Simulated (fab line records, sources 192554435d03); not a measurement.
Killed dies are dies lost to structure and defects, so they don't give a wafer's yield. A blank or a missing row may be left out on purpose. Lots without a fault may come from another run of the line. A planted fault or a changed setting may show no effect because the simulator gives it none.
fab line records | flow n5_finfet
record lots=7 wafers=21
route steps=1938 shown GATE_CUT@484 MOL_CONTACT_COAG@519 BEOL_M0_SAQP@643 BEOL_M0@726 BEOL_M1@770 BEOL_M2@844
start_h: hours from the record's first day to the start of the lot's first wafer shown | wait_h: hours since the lot's step before | " the same as in the row above | L1.1+2: a row that stands for several wafers | - no value, or no start given | * or withheld: withheld | < > ~ a bound
route shown NAME@n: a module of which the file shows steps, and the number in the route of the first | usual: mean/standard deviation of fault-free wafers | same: alike in all rows | chamber/n: place in a boat | sites: the reading at each site | _std_site: their standard deviation | _edge_site: outer sites' mean less inner sites' | radius_mm: how far each site lies from the wafer's centre | mask NAME#n: copy n | behind: the tool/chamber that last shaped the wafer | hold: why the lot was held/for how many hours/how that ended | device: the transistor (n, p or np) that didn't switch | end of line: the same wafers' tests at the end of the route | a step without rows: its recipe alone | killed: dies lost to structure and defects at the first sort, not the wafer's yield | map: a wafer's dies, x killed, . not, _ none there
set.NAME: the setting as run; set.NAME@STEP: as run at that earlier step | model.NAME: the simulator's own value behind a step, which no gauge read
lots whose settings were changed on purpose; a table a step, a row a wafer
## steps
# step N5_GATE_CUT_EXPOSE_10
# recipe mask_id=GATE_CUT na=0.33 source_shape=annular sigma_inner=0.35 sigma_outer=0.8 polarization=unpolarized target_cd_nm=20 dose_mj=43.25
# columns lot.wafer tool chamber start_h wait_h mask set.dose_mj
L078.1+5+6 euv_scanner-02 0 107.06 - GATE_CUT#0 43.25
L084.4+5 euv_scanner-01 0 146.80 - GATE_CUT#0 43.25
L084.6 " 0 " " GATE_CUT#0 45.06
L085.4 euv_scanner-01 0 153.18 - GATE_CUT#0 41.08
L085.5+6 " 0 " " GATE_CUT#0 43.25
L087.3 euv_scanner-02 0 163.98 - GATE_CUT#0 43.25
L087.5+6 " 0 " " GATE_CUT#0 40.91
L089.1 euv_scanner-02 0 176.00 - GATE_CUT#0 43.25
L089.2+4 " 0 " " GATE_CUT#0 44.09
L094.1+4+5 euv_scanner-01 0 209.26 - GATE_CUT#0 43.25
L097.1+2 euv_scanner-02 0 222.87 - GATE_CUT#0 40.04
L097.6 " 0 " " GATE_CUT#0 43.25
# step N5_GATE_CUT_PEB_11
# recipe peb_temp_c=100 peb_time_s=60 resist=CAR-EUV
# step N5_GATE_CUT_DEVELOP_12
# recipe develop_time_s=30 developer=TMAH resist=CAR-EUV rinse_liquid=surfactant_rinse dry=air_spin dev_temp_c=23
# step N5_GATE_CUT_CD_MEAS_13
# recipe target_cd_nm=20 landing_energy_ev=500 detector=se_inlens
# usual cd_nm=19.9/0.32
# columns lot.wafer tool chamber start_h wait_h set.dose_mj@GATE_CUT_EXPOSE_10 cd_nm
L078.1 cd_sem-01 0 107.19 - 43.25 20.3
L078.5 " 0 " " 43.25 19.7
L078.6 " 0 " " 43.25 20.3
L084.4 cd_sem-02 0 146.92 - 43.25 19.4
L084.5 " 0 " " 43.25 19.7
L084.6 " 0 " " 45.06 20.8
L085.4 cd_sem-03 0 153.30 - 41.08 19.0
L085.5 " 0 " " 43.25 20.7
L085.6 " 0 " " 43.25 20.6
L087.3 cd_sem-01 0 164.10 - 43.25 20.2
L087.5 " 0 " " 40.91 18.8
L087.6 " 0 " " 40.91 18.9
L089.1 cd_sem-02 0 176.13 - 43.25 19.7
L089.2 " 0 " " 44.09 20.0
L089.4 " 0 " " 44.09 20.1
L094.1 cd_sem-03 0 209.39 - 43.25 20.1
L094.4 " 0 " " 43.25 20.2
L094.5 " 0 " " 43.25 20.2
L097.1 cd_sem-01 0 223.00 - 40.04 18.7
L097.2 " 0 " " 40.04 18.6
L097.6 " 0 " " 43.25 20.2
# step N5_GATE_CUT_DESCUM_18
# recipe chemistry=O2 time_s=7 source_power_w=50 bias_power_w=20 pressure_mtorr=20 rf_frequency_hz=2.712e+07 temp_c=40 resist=CAR-EUV o2_flow_sccm=225
# columns lot.wafer tool chamber start_h wait_h set.dose_mj@GATE_CUT_EXPOSE_10 model.GATE_CUT.cd_nm
L078.1+5+6 rie_diel-06 2,1,3 107.31 0.0 43.25 20.2
L084.4+5 rie_diel-02 1 147.04 0.0 43.25 19.6
L084.6 " 2 " " 45.06 20.8
L085.4 rie_diel-05 1 153.42 0.0 41.08 19.2
L085.5 " 3 " " 43.25 20.8
L085.6 " 0 " " 43.25 20.4
L087.3 rie_diel-02 1 164.22 0.0 43.25 20
L087.5 " 2 " " 40.91 19
L087.6 " 3 " " 40.91 19.2
L089.1 rie_diel-06 0 176.33 0.1 43.25 19.8
L089.2+4 " 2,1 " " 44.09 20
L094.1 rie_diel-05 1 209.52 0.0 43.25 20.2
L094.4+5 " 0,1 " " 43.25 20
L097.1 rie_diel-06 1 223.12 0.0 40.04 18.6
L097.2 " 0 " " 40.04 18.4
L097.6 " 2 " " 43.25 20
# step N5_GATE_CUT_ETCH_28
# recipe chemistry=N2/H2 target=underlayer target_depth_a=130 mask_material=CAR-EUV time_s=10.4 ion_energy_ev=200 pressure_mtorr=30 source_w=840 bias_w=150 n2_flow_sccm=200 h2_flow_sccm=200 ends=cleared
# columns lot.wafer tool chamber start_h wait_h set.dose_mj@GATE_CUT_EXPOSE_10 model.GATE_CUT.cd_nm
L078.1+5 rie_diel-06 2,1 107.35 0.0 43.25 20
L078.6 " 3 " " 43.25 20.2
L084.4+5 rie_diel-02 1 147.07 0.0 43.25 19.8
L084.6 " 2 " " 45.06 20.8
L085.4 rie_diel-05 1 153.45 0.0 41.08 19.2
L085.5 " 3 " " 43.25 20.8
L085.6 " 0 " " 43.25 20.4
L087.3 rie_diel-02 1 164.26 0.0 43.25 20
L087.5 " 2 " " 40.91 18.8
L087.6 " 3 " " 40.91 19.2
L089.1 rie_diel-06 0 176.37 0.0 43.25 20
L089.2 " 2 " " 44.09 19.8
L089.4 " 1 " " 44.09 20
L094.1+5 rie_diel-05 1 209.55 0.0 43.25 20.2
L094.4 " 0 " " 43.25 20
L097.1 rie_diel-06 1 223.16 0.0 40.04 18.4
L097.2 " 0 " " 40.04 18.6
L097.6 " 2 " " 43.25 19.8
# step N5_GATE_CUT_ETCH_36
# recipe chemistry=CF4 target=SiARC target_depth_a=130 mask_material=CAR-EUV time_s=21.7 ion_energy_ev=80 pressure_mtorr=40 source_w=545 bias_w=36 Ar_flow_sccm=100 cf4_flow_sccm=100 ends=cleared
# columns lot.wafer tool chamber start_h wait_h set.cf4_flow_sccm set.dose_mj@GATE_CUT_EXPOSE_10 model.GATE_CUT.cd_nm
L078.1 rie_diel-06 2 107.37 0.0 100 43.25 19.6
L078.5 " 1 " " 100 43.25 20
L078.6 " 3 " " 100 43.25 20.2
L084.4 rie_diel-02 1 147.09 0.0 100 43.25 19.6
L084.5 " 1 " " 80.24 43.25 19.6
L084.6 " 2 " " 100 45.06 20.8
L085.4 rie_diel-05 1 153.47 0.0 100 41.08 19
L085.5 " 3 " " 100 43.25 20.8
L085.6 " 0 " " 118.3 43.25 20.4
L087.3 rie_diel-02 1 164.28 0.0 88.1 43.25 20
L087.5 " 2 " " 100 40.91 19
L087.6 " 3 " " 88.1 40.91 19.2
L089.1 rie_diel-06 0 176.39 0.0 100 43.25 19.8
L089.2 " 2 " " 100 44.09 19.8
L089.4 " 1 " " 100 44.09 20
L094.1+4 rie_diel-05 1,0 209.57 0.0 89.79 43.25 20.2
L094.5 " 1 " " 100 43.25 20.2
L097.1 rie_diel-06 1 223.18 0.0 88.34 40.04 18.4
L097.2 " 0 " " 100 40.04 18.4
L097.6 " 2 " " 100 43.25 19.6
# step N5_MOL_CONTACT_COAG_COAT_58
# recipe resist=underlayer temp_c=205 time_s=60 spin_rpm=1500 resist_thk_nm=10
# columns lot.wafer tool chamber start_h wait_h set.spin_rpm model.underlayer_of_MOL_CONTACT_COAG_COAT_58.thk_nm
L078.1+5+6 litho_track-03 0 - - 1500 10
L084.4+5+6 litho_track-01 0 - - 1500 10
L085.4 litho_track-05 0 - - 1386 10.4
L085.5+6 " 0 " " 1500 10
L087.3+5 litho_track-01 0 - - 1449 10.2
L087.6 " 0 " " 1500 10
L089.1+2 litho_track-05 0 - - 1500 10
L089.4 " 0 " " 1580 9.8
L094.1 litho_track-01 0 - - 1351 10.6
L094.4 " 0 " " 1351 10.4
L094.5 " 0 " " 1500 10
L097.1+6 litho_track-01 0 - - 1347 10.6
L097.2 " 0 " " 1500 10
# step N5_MOL_CONTACT_COAG_EXPOSE_05
# recipe mask_id=CA na=0.33 source_shape=annular sigma_inner=0.4 sigma_outer=0.8 polarization=unpolarized defocus_nm=0 dose_mj=38.25
# columns lot.wafer tool chamber start_h wait_h mask set.dose_mj
L078.1+5+6 euv_scanner-02 0 110.84 - CA#0 38.25
L084.4 euv_scanner-01 0 150.59 - CA#0 36.22
L084.5+6 " 0 " " CA#0 38.25
L085.4+5+6 euv_scanner-01 0 157.16 - CA#0 38.25
L087.3+5+6 euv_scanner-02 0 167.77 - CA#0 38.25
L089.1+2+4 euv_scanner-01 0 179.99 - CA#0 38.25
L094.1+4+5 euv_scanner-01 0 213.17 - CA#0 38.25
L097.1+2 euv_scanner-02 0 226.78 - CA#0 36.86
L097.6 " 0 " " CA#0 38.25
# step N5_MOL_CONTACT_COAG_PEB_06
# recipe peb_temp_c=100 peb_time_s=60 resist=CAR-EUV
# step N5_MOL_CONTACT_COAG_DEVELOP_07
# recipe develop_time_s=30 developer=TMAH resist=CAR-EUV rinse_liquid=surfactant_rinse dry=air_spin dev_temp_c=23
# step N5_MOL_CONTACT_COAG_DESCUM_13
# recipe chemistry=O2 time_s=7 source_power_w=50 bias_power_w=20 pressure_mtorr=20 rf_frequency_hz=2.712e+07 temp_c=40 resist=CAR-EUV o2_flow_sccm=225
# step N5_MOL_CONTACT_COAG_ETCH_59
# recipe chemistry=N2/H2 target=underlayer target_depth_a=130 mask_material=CAR-EUV time_s=10.4 ion_energy_ev=200 pressure_mtorr=30 source_w=840 bias_w=150 n2_flow_sccm=200 h2_flow_sccm=200 ends=cleared
# columns lot.wafer tool chamber start_h wait_h set.spin_rpm@MOL_CONTACT_COAG_COAT_58 set.dose_mj@MOL_CONTACT_COAG_EXPOSE_05 model.CAR-EUV_of_MOL_CONTACT_COAG_COAT_02.thk_nm model.MOL_CONTACT_COAG.cd_offset_nm model.etch.depth_nm
L078.1 rie_diel-04 2 111.13 0.0 1500 38.25 14.8 0.2 10.03
L078.5 " 0 " " 1500 38.25 14.8 -0.2 10
L078.6 " 1 " " 1500 38.25 14.6 0.2 10.03
L084.4 rie_diel-03 2 150.86 0.0 1500 36.22 14.6 -1.4 10.05
L084.5 " 2 " " 1500 38.25 14.6 -0.2 10.07
L084.6 " 1 " " 1500 38.25 14.8 -0.2 10.03
L085.4 rie_diel-01 3 157.43 0.0 1386 38.25 14.4 -0.4 10.44
L085.5 " 3 " " 1500 38.25 15 -0.2 10.01
L085.6 " 0 " " 1500 38.25 14.6 0.2 10.04
L087.3 rie_diel-04 2 168.52 0.0 1449 38.25 14.6 0.4 10.15
L087.5 " 1 " " 1449 38.25 14.6 0.2 10.14
L087.6 " 2 " " 1500 38.25 14.8 0 9.968
L089.1 rie_diel-03 0 180.28 0.0 1500 38.25 14.6 -0.4 9.97
L089.2 " 2 " " 1500 38.25 14.6 -0.4 9.994
L089.4 " 1 " " 1580 38.25 15 -0.6 9.743
L094.1 rie_diel-03 1 213.50 0.0 1351 38.25 14.2 0 10.54
L094.4 " 2 " " 1351 38.25 14 -0.2 10.49
L094.5 " 1 " " 1500 38.25 14.8 0 9.977
L097.1 rie_diel-01 1 228.20 0.0 1347 36.86 14.2 -0.8 10.56
L097.2 " 2 " " 1500 36.86 14.6 -1.2 10.01
L097.6 " 2 " " 1347 38.25 14 -0.2 10.57
# step N5_MOL_CONTACT_COAG_ETCH_105
# recipe chemistry=CF4 target=SiARC target_depth_a=156 mask_material=CAR-EUV time_s=26 ion_energy_ev=80 pressure_mtorr=40 source_w=545 bias_w=36 Ar_flow_sccm=100 cf4_flow_sccm=100 ends=cleared
# columns lot.wafer tool chamber start_h wait_h set.dose_mj@MOL_CONTACT_COAG_EXPOSE_05 model.MOL_CONTACT_COAG.cd_offset_nm
L078.1 rie_diel-04 2 111.15 0.0 38.25 0.2
L078.5+6 " 0,1 " " 38.25 0
L084.4 rie_diel-03 2 150.88 0.0 36.22 -1.6
L084.5 " 2 " " 38.25 -0.2
L084.6 " 1 " " 38.25 0
L085.4 rie_diel-01 3 157.45 0.0 38.25 -0.4
L085.5 " 3 " " 38.25 -0.2
L085.6 " 0 " " 38.25 0.2
L087.3 rie_diel-04 2 168.54 0.0 38.25 0.4
L087.5 " 1 " " 38.25 0.2
L087.6 " 2 " " 38.25 0
L089.1+2+4 rie_diel-03 0,2,1 180.30 0.0 38.25 -0.6
L094.1+5 rie_diel-03 1 213.52 0.0 38.25 0
L094.4 " 2 " " 38.25 -0.4
L097.1 rie_diel-01 1 228.22 0.0 36.86 -0.8
L097.2 " 2 " " 36.86 -1.2
L097.6 " 2 " " 38.25 -0.2
# step N5_MOL_CONTACT_COAG_ETCH_106
# recipe chemistry=N2/H2 target=SOC target_depth_a=800 overetch_a=160 mask_material=SiARC temp_c=40 time_s=120 ion_energy_ev=200 pressure_mtorr=30 source_w=840 bias_w=150 n2_flow_sccm=200 h2_flow_sccm=200
# columns lot.wafer tool chamber start_h wait_h set.dose_mj@MOL_CONTACT_COAG_EXPOSE_05 model.MOL_CONTACT_COAG.cd_offset_nm
L078.1 rie_diel-04 2 111.18 0.0 38.25 0.4
L078.5+6 " 0,1 " " 38.25 -0.2
L084.4 rie_diel-03 2 150.90 0.0 36.22 -1.6
L084.5 " 2 " " 38.25 -0.2
L084.6 " 1 " " 38.25 0
L085.4 rie_diel-01 3 157.48 0.0 38.25 -0.6
L085.5 " 3 " " 38.25 -0.4
L085.6 " 0 " " 38.25 0
L087.3 rie_diel-04 2 168.57 0.0 38.25 0.6
L087.5 " 1 " " 38.25 -0.2
L087.6 " 2 " " 38.25 0.2
L089.1 rie_diel-03 0 180.33 0.0 38.25 -0.6
L089.2+4 " 2,1 " " 38.25 -0.8
L094.1+5 rie_diel-03 1 213.55 0.0 38.25 -0.4
L094.4 " 2 " " 38.25 -0.6
L097.1 rie_diel-01 1 228.25 0.0 36.86 -0.8
L097.2 " 2 " " 36.86 -1
L097.6 " 2 " " 38.25 0.2
# step N5_MOL_CONTACT_COAG_EXPOSE_81
# recipe mask_id=VG na=0.33 source_shape=annular sigma_inner=0.3 sigma_outer=0.7 polarization=unpolarized defocus_nm=0 dose_mj=59.5
# columns lot.wafer tool chamber start_h wait_h mask set.dose_mj
L078.1+5+6 euv_scanner-01 0 120.34 - VG#0 59.5
L084.4+5 euv_scanner-02 0 159.71 - VG#0 59.5
L084.6 " 0 " " VG#0 57.99
L085.4+6 euv_scanner-02 0 167.51 - VG#0 59.5
L085.5 " 0 " " VG#0 56.95
L087.3+5 euv_scanner-01 0 176.24 - VG#0 59.5
L087.6 " 0 " " VG#0 60.76
L089.1+4 euv_scanner-02 0 192.00 - VG#0 59.5
L089.2 " 0 " " VG#0 56.71
L094.1 euv_scanner-01 0 223.15 - VG#0 62.04
L094.4+5 " 0 " " VG#0 59.5
L097.1+2 euv_scanner-02 0 238.08 - VG#0 56.08
L097.6 " 0 " " VG#0 59.5
# step N5_MOL_CONTACT_COAG_PEB_82
# recipe peb_temp_c=100 peb_time_s=60 resist=CAR-EUV
# step N5_MOL_CONTACT_COAG_DEVELOP_83
# recipe develop_time_s=30 developer=TMAH resist=CAR-EUV rinse_liquid=surfactant_rinse dry=air_spin dev_temp_c=23
# step N5_MOL_CONTACT_COAG_CD_MEAS_84
# recipe target_cd_nm=25.1 landing_energy_ev=500 detector=se_inlens polarity=opening
# usual cd_nm=25.04/0.23
# columns lot.wafer tool chamber start_h wait_h set.dose_mj@MOL_CONTACT_COAG_EXPOSE_81 cd_nm
L078.1 cd_sem-03 0 120.49 - 59.5 25.30
L078.5 " 0 " " 59.5 25.17
L078.6 " 0 " " 59.5 25.29
L084.4 cd_sem-01 0 159.83 - 59.5 24.99
L084.5 " 0 " " 59.5 25.51
L084.6 " 0 " " 57.99 24.38
L085.4 cd_sem-02 0 167.63 - 59.5 24.78
L085.5 " 0 " " 56.95 24.03
L085.6 " 0 " " 59.5 25.30
L087.3 cd_sem-01 0 176.36 - 59.5 25.08
L087.5 " 0 " " 59.5 25.12
L087.6 " 0 " " 60.76 25.34
L089.1 cd_sem-02 0 192.14 - 59.5 25.23
L089.2 " 0 " " 56.71 24.38
L089.4 " 0 " " 59.5 25.06
L094.1 cd_sem-03 0 223.30 - 62.04 26.23
L094.4 " 0 " " 59.5 25.09
L094.5 " 0 " " 59.5 25.07
L097.1 cd_sem-03 0 238.22 - 56.08 23.96
L097.2 " 0 " " 56.08 23.73
L097.6 " 0 " " 59.5 24.82
# step N5_MOL_CONTACT_COAG_ETCH_91
# recipe chemistry=N2/H2 target=SOC target_depth_a=600 overetch_a=210 mask_material=SiARC temp_c=40 time_s=101.2 ion_energy_ev=200 pressure_mtorr=30 source_w=840 bias_w=150 n2_flow_sccm=200 h2_flow_sccm=200
# columns lot.wafer tool chamber start_h wait_h set.time_s model.SiARC_of_MOL_CONTACT_COAG_COAT_76.thk_nm
L078.1+5 rie_diel-01 0 120.96 0.0 101.2 5.6
L078.6 " 2 " " 101.2 6
L084.4 rie_diel-04 1 160.82 0.0 101.2 6
L084.5 " 0 " " 94.03 6.2
L084.6 " 1 " " 101.2 5.8
L085.4 rie_diel-04 3 169.22 0.0 89.37 6
L085.5+6 " 1,0 " " 89.37 6.4
L087.3+6 rie_diel-03 3 176.83 0.0 101.2 5.8
L087.5 " 0 " " 123.7 5
L089.1+2 rie_diel-03 0,3 193.82 0.0 88.14 6.4
L089.4 " 2 " " 101.2 5.6
L094.1 rie_diel-01 3 225.21 0.0 101.2 5.6
L094.4 " 2 " " 113.9 5.4
L094.5 " 0 " " 101.2 5.8
L097.1 rie_diel-03 2 239.08 0.0 101.2 5.6
L097.2 " 3 " " 119.4 5
L097.6 " 2 " " 119.4 4.8
# step N5_BEOL_M0_SAQP_COAT_08
# recipe resist=CAR-ArF spin_rpm=1500 resist_thk_nm=90
# columns lot.wafer tool chamber start_h wait_h set.spin_rpm model.CAR-ArF_of_BEOL_M0_SAQP_COAT_08.thk_nm
L078.1+6 litho_track-02 0 - - 1500 90
L078.5 " 0 " " 1500 90.2
L084.4 litho_track-05 0 - - 1627 86
L084.5 " 0 " " 1500 90
L084.6 " 0 " " 1500 89.4
L085.4 litho_track-05 0 - - 1639 86
L085.5 " 0 " " 1500 89.8
L085.6 " 0 " " 1639 85.6
L087.3 litho_track-05 0 - - 1500 90.2
L087.5 " 0 " " 1500 90.4
L087.6 " 0 " " 1500 90
L089.1 litho_track-04 0 - - 1500 89.6
L089.2+4 " 0 " " 1367 94
L094.1 litho_track-05 0 - - 1500 89.6
L094.4 " 0 " " 1640 86
L094.5 " 0 " " 1640 85.8
L097.1 litho_track-02 0 - - 1500 90.4
L097.2 " 0 " " 1599 87.6
L097.6 " 0 " " 1500 90.2
# step N5_BEOL_M0_ETCH_109
# recipe chemistry=CH3F/O2 target_depth_a=80 overetch_a=24 target=SiCN time_s=27.4 ion_energy_ev=120 pressure_mtorr=30 source_w=395 bias_w=75 Ar_flow_sccm=150 CH3F_flow_sccm=30 O2_flow_sccm=20
# usual rf_vpp_V=297.9/1.9
# columns lot.wafer tool chamber start_h wait_h set.bias_w rf_vpp_V
L078.1 rie_diel-04 0 141.21 0.6 75 300.6
L078.5 " 0 " " 75 300.6
L078.6 " 1 " " 75 296.6
L084.4 rie_diel-01 0 177.02 0.0 75 297.3
L084.5 " 1 " " 75 294.1
L084.6 " 0 " " 75 297.5
L085.4 rie_diel-03 0 189.61 0.6 75 299.3
L085.5 " 3 " " 75 298.6
L085.6 " 2 " " 75 296.4
L087.3 rie_diel-01 1 195.51 0.9 84.33 318.9
L087.5 " 2 " " 84.33 324.6
L087.6 " 3 " " 75 299.6
L089.1 rie_diel-01 0 209.66 0.0 75 297.7
L089.2 " 1 " " 66.52 274.8
L089.4 " 3 " " 66.52 276.6
L094.1 rie_diel-03 2 244.65 0.4 75 295.0
L094.4 " 3 " " 75 299.3
L094.5 " 3 " " 68.38 282.1
L097.1 rie_diel-01 1 254.77 0.0 62.45 264.0
L097.2 " 3 " " 75 299.7
L097.6 " 0 " " 75 297.9
# step N5_BEOL_M1_ETCH_64
# recipe chemistry=N2/H2 target=SOC target_depth_a=750 overetch_a=150 mask_material=SiARC temp_c=40 time_s=112.5 ion_energy_ev=200 pressure_mtorr=30 source_w=840 bias_w=150 n2_flow_sccm=200 h2_flow_sccm=200
# usual rf_vpp_V=524.0/2.8
# columns lot.wafer tool chamber start_h wait_h set.source_w rf_vpp_V
L078.1 rie_diel-02 2 146.42 0.0 840 525.7
L078.5 " 0 " " 840 524.7
L078.6 " 1 " " 840 521.4
L084.4 rie_diel-06 3 183.20 0.0 840 518.4
L084.5 " 3 " " 840 517.9
L084.6 " 0 " " 758.4 542.8
L085.4 rie_diel-05 3 194.58 0.0 840 524.3
L085.5 " 0 " " 840 523.1
L085.6 " 1 " " 840 525.0
L087.3 rie_diel-05 0 200.89 0.0 714.6 554.4
L087.5 " 3 " " 840 525.6
L087.6 " 2 " " 840 527.0
L089.1 rie_diel-02 1 213.60 0.0 840 521.9
L089.2 " 0 " " 840 522.1
L089.4 " 3 " " 840 525.7
L094.1 rie_diel-02 0 249.49 0.0 840 524.6
L094.4 " 2 " " 840 523.3
L094.5 " 3 " " 840 526.9
L097.1 rie_diel-02 1 260.30 0.0 840 519.7
L097.2 " 3 " " 840 526.5
L097.6 " 1 " " 840 520.4
# step N5_BEOL_M2_HM_DEP_02
# recipe material=TiN target_thk_a=200 temp_c=25 chamber_pressure_pa=0.49996
# columns lot.wafer tool chamber start_h wait_h set.target_thk_a model.TiN_of_BEOL_M2_HM_DEP_02.thk_nm
L078.1+5 pvd_sputter-03 - 159.50 2.3 200 20
L078.6 " - " " 200 19.8
L084.4 pvd_sputter-02 - 188.77 0.1 200 19.6
L084.5 " - " " 183.9 17.8
L084.6 " - " " 200 20.2
L085.4 pvd_sputter-01 - 200.64 0.1 200 19.6
L085.5 " - " " 191.8 18.6
L085.6 " - " " 200 19.8
L087.3 pvd_sputter-02 - 207.97 0.2 200 19.6
L087.5 " - " " 200 19.8
L087.6 " - " " 222.6 22.2
L089.1+2 pvd_sputter-01 - 220.30 0.4 200 19.8
L089.4 " - " " 200 19.6
L094.1+4 pvd_sputter-03 - 255.43 0.4 200 20.2
L094.5 " - " " 200 20.4
L097.1 pvd_sputter-02 - 269.36 2.6 218.8 21.8
L097.2 " - " " 218.8 22.2
L097.6 " - " " 200 20.4
## key
split step=N5_GATE_CUT_EXPOSE_10 setting=dose_mj stated=43.25 by=wafer
response step=N5_GATE_CUT_CD_MEAS_13 reading=cd_nm change=+0.246 per=1% r=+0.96
response step=N5_GATE_CUT_DESCUM_18 reading=model.GATE_CUT.cd_nm change=+0.217 per=1% r=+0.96
response step=N5_GATE_CUT_ETCH_28 reading=model.GATE_CUT.cd_nm change=+0.199 per=1% r=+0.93
response step=N5_GATE_CUT_ETCH_36 reading=model.GATE_CUT.cd_nm change=+0.207 per=1% r=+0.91
split step=N5_GATE_CUT_ETCH_36 setting=cf4_flow_sccm stated=100 by=wafer
response none clear
split step=N5_MOL_CONTACT_COAG_COAT_58 setting=spin_rpm stated=1500 by=wafer
response step=N5_MOL_CONTACT_COAG_COAT_58 reading=model.underlayer_of_MOL_CONTACT_COAG_COAT_58.thk_nm change=-0.0528 per=1% r=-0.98
response step=N5_MOL_CONTACT_COAG_ETCH_59 reading=model.CAR-EUV_of_MOL_CONTACT_COAG_COAT_02.thk_nm change=+0.0596 per=1% r=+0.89
response step=N5_MOL_CONTACT_COAG_ETCH_59 reading=model.etch.depth_nm change=-0.0533 per=1% r=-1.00
split step=N5_MOL_CONTACT_COAG_EXPOSE_05 setting=dose_mj stated=38.25 by=wafer
response step=N5_MOL_CONTACT_COAG_ETCH_59 reading=model.MOL_CONTACT_COAG.cd_offset_nm change=+0.224 per=1% r=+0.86
response step=N5_MOL_CONTACT_COAG_ETCH_105 reading=model.MOL_CONTACT_COAG.cd_offset_nm change=+0.263 per=1% r=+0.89
response step=N5_MOL_CONTACT_COAG_ETCH_106 reading=model.MOL_CONTACT_COAG.cd_offset_nm change=+0.289 per=1% r=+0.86
split step=N5_MOL_CONTACT_COAG_EXPOSE_81 setting=dose_mj stated=59.5 by=wafer
response step=N5_MOL_CONTACT_COAG_CD_MEAS_84 reading=cd_nm change=+0.206 per=1% r=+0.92
split step=N5_MOL_CONTACT_COAG_ETCH_91 setting=time_s stated=101.2 by=wafer
response step=N5_MOL_CONTACT_COAG_ETCH_91 reading=model.SiARC_of_MOL_CONTACT_COAG_COAT_76.thk_nm change=-0.0391 per=1% r=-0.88
split step=N5_BEOL_M0_SAQP_COAT_08 setting=spin_rpm stated=1500 by=wafer
response step=N5_BEOL_M0_SAQP_COAT_08 reading=model.CAR-ArF_of_BEOL_M0_SAQP_COAT_08.thk_nm change=-0.435 per=1% r=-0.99
split step=N5_BEOL_M0_ETCH_109 setting=bias_w stated=75 by=wafer
response step=N5_BEOL_M0_ETCH_109 reading=rf_vpp_V change=+1.93 per=1% r=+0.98
split step=N5_BEOL_M1_ETCH_64 setting=source_w stated=840 by=wafer
response step=N5_BEOL_M1_ETCH_64 reading=rf_vpp_V change=-2.08 per=1% r=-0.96
split step=N5_BEOL_M2_HM_DEP_02 setting=target_thk_a stated=200 by=wafer
response step=N5_BEOL_M2_HM_DEP_02 reading=model.TiN_of_BEOL_M2_HM_DEP_02.thk_nm change=+0.217 per=1% r=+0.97
